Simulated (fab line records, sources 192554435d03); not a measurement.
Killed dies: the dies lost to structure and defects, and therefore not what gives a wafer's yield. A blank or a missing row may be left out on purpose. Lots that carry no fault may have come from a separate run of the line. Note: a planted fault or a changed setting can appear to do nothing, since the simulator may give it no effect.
Chamber matching | flow n5Finfet | N5_BEOL_M15_ETCH_61 on rieDiel-06 has 4 sister chambers
The step etches BARC in N2/H2, target depth 89 nm, overetch 26.7 nm, time 67.9 s. 4 wafers are shown with their chamber, then 7 later ones without.

EACH WAFER AND ITS CHAMBER
wafer  | chamber | drypumpMotorCurrentA (A)
L078.3 | 1       | 6.5
L084.1 | 2       | 6.1
L085.2 | 3       | 6.0
L085.3 | 0       | 5.2

WAFERS MISSING THEIR CHAMBER
wafer  | drypumpMotorCurrentA (A)
L085.4 | 6.4
L091.1 | 6.5
L091.2 | 6.0
L091.6 | 6.0
L097.2 | 6.1
L097.3 | 5.2
L097.6 | 6.1

CHAMBER TAKEN BY EACH
wafer  | from the rows above | in truth
L085.4 | 1                   | 1
L091.1 | 1                   | 1
L091.2 | 3                   | 3
L091.6 | 3                   | 3
L097.2 | 2                   | 2
L097.3 | 0                   | 0
L097.6 | 2                   | 2
7 of 7 placed correctly. Left unplaced by these rows: 0. Placed wrongly: 0.
How it was worked out, from the rows above alone: a wafer's distance from a chamber is the root of the sum, over the readings, of the square of ((its reading less the chamber's mean) divided by the reading's scatter). If the next closest chamber is less than 2 further off than the closest, the wafer can't be placed; otherwise it belongs to the closest. The mean given for a chamber averages the wafers shown for that chamber. The scatter: root of mean squared gap, hidden wafer to nearest shown wafer, with one shown wafer a chamber.
